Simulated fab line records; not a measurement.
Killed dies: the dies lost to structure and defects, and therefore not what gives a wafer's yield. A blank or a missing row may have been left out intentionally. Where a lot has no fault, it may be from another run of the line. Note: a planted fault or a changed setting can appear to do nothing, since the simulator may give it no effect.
Chamber matching / flow nandHarc / 4 sister chambers for NHARC_P_ZERO_WELL_DESCUM_26 on rieDiel-03
The step chemistry O2, time 3 s. 14 wafers are shown with their chamber, then 7 later ones without.

== WAFERS, EACH WITH ITS CHAMBER ==
wafer=L075.1; chamber=3; showerheadPlenumPTorr (Torr)=1.91; drypumpMotorCurrentA (A)=6.2; rfVppV (V)=58.4
wafer=L075.5; chamber=3; showerheadPlenumPTorr (Torr)=1.91; drypumpMotorCurrentA (A)=6.2; rfVppV (V)=58.7
wafer=L075.6; chamber=0; showerheadPlenumPTorr (Torr)=1.87; drypumpMotorCurrentA (A)=6.3; rfVppV (V)=56.8
wafer=L077.1; chamber=2; showerheadPlenumPTorr (Torr)=1.78; drypumpMotorCurrentA (A)=6.7; rfVppV (V)=58.4
wafer=L077.4; chamber=3; showerheadPlenumPTorr (Torr)=1.91; drypumpMotorCurrentA (A)=6.3; rfVppV (V)=57.8
wafer=L077.6; chamber=0; showerheadPlenumPTorr (Torr)=1.86; drypumpMotorCurrentA (A)=6.3; rfVppV (V)=58.8
wafer=L080.2; chamber=2; showerheadPlenumPTorr (Torr)=1.78; drypumpMotorCurrentA (A)=6.7; rfVppV (V)=57.0
wafer=L080.3; chamber=1; showerheadPlenumPTorr (Torr)=1.84; drypumpMotorCurrentA (A)=6.0; rfVppV (V)=57.3
wafer=L080.4; chamber=0; showerheadPlenumPTorr (Torr)=1.86; drypumpMotorCurrentA (A)=6.3; rfVppV (V)=57.0
wafer=L087.3; chamber=1; showerheadPlenumPTorr (Torr)=1.83; drypumpMotorCurrentA (A)=6.0; rfVppV (V)=56.0
wafer=L087.4; chamber=0; showerheadPlenumPTorr (Torr)=1.85; drypumpMotorCurrentA (A)=6.4; rfVppV (V)=57.3
wafer=L087.5; chamber=0; showerheadPlenumPTorr (Torr)=1.85; drypumpMotorCurrentA (A)=6.4; rfVppV (V)=56.8
wafer=L088.2; chamber=3; showerheadPlenumPTorr (Torr)=1.90; drypumpMotorCurrentA (A)=6.3; rfVppV (V)=58.7
wafer=L088.4; chamber=0; showerheadPlenumPTorr (Torr)=1.85; drypumpMotorCurrentA (A)=6.4; rfVppV (V)=57.0

SIGNATURES, as means of the wafers listed above
reading=showerheadPlenumPTorr; chamber 0=1.8567; chamber 1=1.8350; chamber 2=1.7800; chamber 3=1.9075; scatter within a chamber=0.00677
reading=drypumpMotorCurrentA; chamber 0=6.350; chamber 1=6.000; chamber 2=6.700; chamber 3=6.250; scatter within a chamber=0.05
reading=rfVppV; chamber 0=57.283; chamber 1=56.650; chamber 2=57.700; chamber 3=58.400; scatter within a chamber=0.728
Rule: a wafer's distance from a chamber is the root of the sum, over the readings, of the square of ((its reading less the chamber's mean) divided by the reading's scatter). If the next closest chamber is less than 2 further off than the closest, the wafer can't be placed; otherwise it belongs to the closest. The scatter: the root of (the sum of the squares of (reading less its chamber's mean) over the shown wafers, divided by (wafers less chambers)).

== WAFERS WITH NO CHAMBER GIVEN ==
wafer=L088.5; showerheadPlenumPTorr (Torr)=1.89; drypumpMotorCurrentA (A)=6.3; rfVppV (V)=56.7
wafer=L091.1; showerheadPlenumPTorr (Torr)=1.85; drypumpMotorCurrentA (A)=6.3; rfVppV (V)=57.7
wafer=L091.3; showerheadPlenumPTorr (Torr)=1.77; drypumpMotorCurrentA (A)=6.7; rfVppV (V)=59.6
wafer=L091.6; showerheadPlenumPTorr (Torr)=1.83; drypumpMotorCurrentA (A)=6.0; rfVppV (V)=55.9
wafer=L094.4; showerheadPlenumPTorr (Torr)=1.89; drypumpMotorCurrentA (A)=6.3; rfVppV (V)=57.3
wafer=L094.5; showerheadPlenumPTorr (Torr)=1.89; drypumpMotorCurrentA (A)=6.3; rfVppV (V)=58.1
wafer=L094.6; showerheadPlenumPTorr (Torr)=1.77; drypumpMotorCurrentA (A)=6.7; rfVppV (V)=58.3

== THE CHAMBER EACH PASSED THROUGH ==
wafer=L088.5; from the rows above=can't be placed: 3 or 0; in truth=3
wafer=L091.1; from the rows above=0; in truth=0
wafer=L091.3; from the rows above=2; in truth=2
wafer=L091.6; from the rows above=1; in truth=1
wafer=L094.4; from the rows above=can't be placed: 3 or 0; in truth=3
wafer=L094.5; from the rows above=3; in truth=3
wafer=L094.6; from the rows above=2; in truth=2
Correctly placed: 5 of 7. Cannot be placed on the basis of these rows: 2; the candidates contain the true chamber in 2. Placed wrongly: 0.
